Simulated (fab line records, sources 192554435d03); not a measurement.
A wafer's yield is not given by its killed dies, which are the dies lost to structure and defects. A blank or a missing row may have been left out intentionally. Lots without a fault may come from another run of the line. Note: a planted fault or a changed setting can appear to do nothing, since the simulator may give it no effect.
Split-lot experiment	flow n5Finfet	7 lots, 21 wafers read, on a route of 1938 steps

ABOUT THE SPLIT
At N5_BEOL_M14_ILD_DEP_00 (deposits SiO2 from TEOS/O2, target thk 1119.3 nm, time 237.4 s), the setting timeS was moved away from the recipe's 237.4 s on 6 of the 21 wafers read, by -10.3% to +8.1%. For the rest of the wafers, this setting stayed at what the recipe calls for.

There is no step in the file separating the split from the reading.

THE READING
M14_ILD_THK (nm), taken at N5_BEOL_M14_THK_MEAS_01. On this fab line, fault-free wafers typically give 1117 nm with a standard deviation of 14 nm.

wafer	tool, chamber at the split	timeS as run, s	against the recipe	M14_ILD_THK, nm	against lot-mates on the recipe
L074.2	pecvd-02, 2	237.4	recipe	1107	-
L074.3	pecvd-02, 1	237.4	recipe	1115	-
L074.4	pecvd-02, 0	221.3	-6.8%	1045	-66
L076.1	pecvd-02, 0	237.4	recipe	1102	-
L076.3	pecvd-02, 1	237.4	recipe	1093	-
L076.6	pecvd-02, 0	237.4	recipe	1110	-
L082.1	pecvd-02, 0	213	-10.3%	988	-124
L082.4	pecvd-02, 2	237.4	recipe	1112	-
L082.5	pecvd-02, 0	213	-10.3%	1002	-110
L086.2	pecvd-03, 1	226.9	-4.4%	1047	-88
L086.5	pecvd-03, 1	237.4	recipe	1124	-
L086.6	pecvd-03, 0	237.4	recipe	1145	-
L095.2	pecvd-02, 1	237.4	recipe	1105	-
L095.4	pecvd-02, 2	237.4	recipe	1115	-
L095.5	pecvd-02, 0	237.4	recipe	1120	-
L094.2	pecvd-04, 2	237.4	recipe	1117	-
L094.3	pecvd-04, 0	237.4	recipe	1120	-
L094.4	pecvd-04, 0	237.4	recipe	1131	-
L097.1	pecvd-02, 0	237.4	recipe	1115	-
L097.3	pecvd-02, 1	256.6	+8.1%	1215	+100
L097.6	pecvd-02, 1	256.6	+8.1%	1232	+117

FIT RESULTS
A straight line over all 21 wafers: M14_ILD_THK changes by +12.3 nm for each +1% of timeS; r = +0.98; the points scatter about the line by 12 nm.
The same after taking each lot's own level away (the mean of its wafers on the recipe; 21 wafers): +12.3 nm for each +1%; r = +0.98; scatter 12 nm.
According to that fit, moving timeS by its largest amount changes the reading by 1.3e+02 nm.
Measured against the standard deviation above, the lots' own levels, which go from 1101.7 to 1134.5 nm, span 2.3 times it.
Consequently the slope shifts little with the lot-to-lot level, the two slopes agreeing.
Check: -126 nm against its lot-mates is what the line predicts for one of the wafers moved furthest among these (-10.3%) when that wafer is left out of the fit. It came out at -124 nm against them.

FURTHER SPLITS ON THESE WAFERS
Before the reading, these wafers also passed through other splits. Each is held against what the fit with the lots' levels taken away leaves over:
other split on the same wafers	wafers away from the commonest value	r with M14_ILD_THK (lot level and that fit taken away)
N5_BEOL_M11_ILD_DEP_00 timeS	4	+0.01
N5_BEOL_M12_COAT_04 spinRpm	6	+0.33
N5_BEOL_M12_ETCH_59 h2FlowSccm	9	-0.22
N5_BEOL_M12_CMP_49 downForcePsi	9	-0.08
N5_BEOL_M13_COAT_58 spinRpm	2	+0.09
N5_BEOL_M13_SPUTTER_44 powerW	4	+0.17

THE WHOLE CHAIN: every reading that the file lists as answering this split, in the file's order
step	what it does	reading	change (the file's fit)	r (the file's)
N5_BEOL_M14_ILD_DEP_00	deposits SiO2 from TEOS/O2, target thk 1119.3 nm, time 237.4 s	SiO2_of_BEOL_M14_ILD_DEP_00.thkNm (the simulator's own value, which no gauge read)	+12.3 nm for each +1% of the setting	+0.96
N5_BEOL_M14_THK_MEAS_01		M14_ILD_THK	+12.3 for each +1% of the setting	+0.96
N5_BEOL_M14_VIA_ETCH_16	etches SiO2 in C4F8/O2/Ar, target depth 1231.3 nm	etch.depthNm (the simulator's own value, which no gauge read)	+12.3 nm for each +1% of the setting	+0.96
N5_BEOL_M14_VIA_ETCH_16	etches SiO2 in C4F8/O2/Ar, target depth 1231.3 nm	coat_of_BEOL_M14_COAT_04.thkNm (the simulator's own value, which no gauge read)	-2.79 nm for each +1% of the setting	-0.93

FILE'S OWN FIT
M14_ILD_THK changes by +12.3 nm for each +1% of timeS, r = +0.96.
